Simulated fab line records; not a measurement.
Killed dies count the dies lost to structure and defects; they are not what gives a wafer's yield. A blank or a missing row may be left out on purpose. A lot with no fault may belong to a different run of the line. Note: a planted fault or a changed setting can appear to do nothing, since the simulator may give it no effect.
Problem report, 8D (eight disciplines) form, completed by code / flow n5-finfet / the parts of the form that need people (team, actions taken, sign-off) are left out

== 1. WHAT WENT WRONG ==
Wafers without a fault read 33, standard deviation 9.4; killed_at_M0_to_M3 at N5_PASSIVATION_PROBE_49 reads a mean of 148 on 6 wafers belonging to 2 lots. That is +12 standard deviations from the usual mean.
First observed at day 15 20:14: wafer L801.3, on prober-01. The record holds 32 wafers of 11 lots with a number at this step. The rule behind "out" and "out of limits": a value lying over 4 standard deviations away from the usual mean. The rest of the wafers with a number are treated as sound.

== 2. WHAT IT IS AND WHAT IT IS NOT ==
question=which readings at this step | is=killed_at_M0_to_M3 | is not=killed_at_M4_up, killed-at-contacts, killed-short, sort_bin_8_speed
question=which lots | is=L801, L804 | is not=L789, L790, L792, L793, L796, L797, L805, L808, L810
question=which wafers of those lots | is=all that have a number | is not=-
question=read on which tools | is=prober-01 | is not=prober-02
question=when | is=from day 15 20:14 | is not=up to then (17 sound wafers); but 9 sound wafers of L805, L808, L810 came after

== 3. THE SUSPECTS, EACH WITH WHAT RULES IT OUT ==
Counting: a tool at a process step up to the reading stays a suspect if it ran every lot that is out and no sound lot after the first of them.
- pvd-sputter-03 at N5_BEOL_M3_SPUTTER_86 (material Cu, target thk 4.5 nm, time 8.29 s): kept. Every lot that is out went through it, starting with L801 (day 10 12:04), and after that it ran no sound lot; the last sound lot it ran before then is L797 (day 9 19:24).
- prober-01 at N5_PASSIVATION_PROBE_49: ruled out as a lasting fault. After its first lot that is out, L801 (day 15 20:14), sound lots L808, L810 ran on it.
The count leaves pvd-sputter-03 at N5_BEOL_M3_SPUTTER_86.

== 4. THE CAUSE (what the simulator had put in) ==
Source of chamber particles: pvd-sputter-03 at N5_BEOL_M3_SPUTTER_86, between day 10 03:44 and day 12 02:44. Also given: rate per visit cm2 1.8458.
After counting, this tool was the only one left.

== 5. THE CHAIN OF EFFECTS, in route order ==
Each row: a reading whose mean over the struck wafers that have a number lies more than 3 standard deviations from the usual. Readings are gone through only where the record gives a usual standard deviation; hours: the median, over the lots, of the time from a lot's start at the first step in this table giving one to that lot's start at this step; sigmas: the change measured in usual standard deviations.
hours=0; step=N5_PASSIVATION_PROBE_49; reading=defect-limited-yield; usual=91.0 %; on struck wafers=81.5; change=-9.5; sigmas=-6.3
hours=0; step=N5_PASSIVATION_PROBE_49; reading=killed_at_M0_to_M3; usual=33; on struck wafers=148; change=+115; sigmas=+12
hours=0; step=N5_PASSIVATION_PROBE_49; reading=killed-dies; usual=106; on struck wafers=218; change=+112; sigmas=+6.2
hours=0; step=N5_PASSIVATION_PROBE_49; reading=killed-on-rim; usual=14; on struck wafers=31; change=+17; sigmas=+4.1
hours=0; step=N5_PASSIVATION_PROBE_49; reading=sort_bin_5_function; usual=5.3 %; on struck wafers=10.7; change=+5.4; sigmas=+5.3
hours=0; step=N5_PASSIVATION_PROBE_49; reading=sort-n-pass; usual=1074; on struck wafers=962; change=-112; sigmas=-6.2
hours=0; step=N5_PASSIVATION_PROBE_49; reading=sort-yield-pct; usual=91.0 %; on struck wafers=81.5; change=-9.5; sigmas=-6.3
It contains these process steps:
- N5_PASSIVATION_PROBE_49

== 6. HOW IT WOULD HAVE BEEN CAUGHT EARLIER ==
In this record the first reading out of limits was taken at day 15 20:14, 137 hours after the fault began at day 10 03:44.
No tool reading at N5_BEOL_M3_SPUTTER_86 that has a usual standard deviation in the record was out on any struck wafer, so an alarm limit of 4 standard deviations on those readings would not have fired.
Each of the lots that are out, 2 in all, had begun N5_BEOL_M3_SPUTTER_86 on pvd-sputter-03 no later than day 15 20:14. None of them would have been spared by holding the tool at that moment.
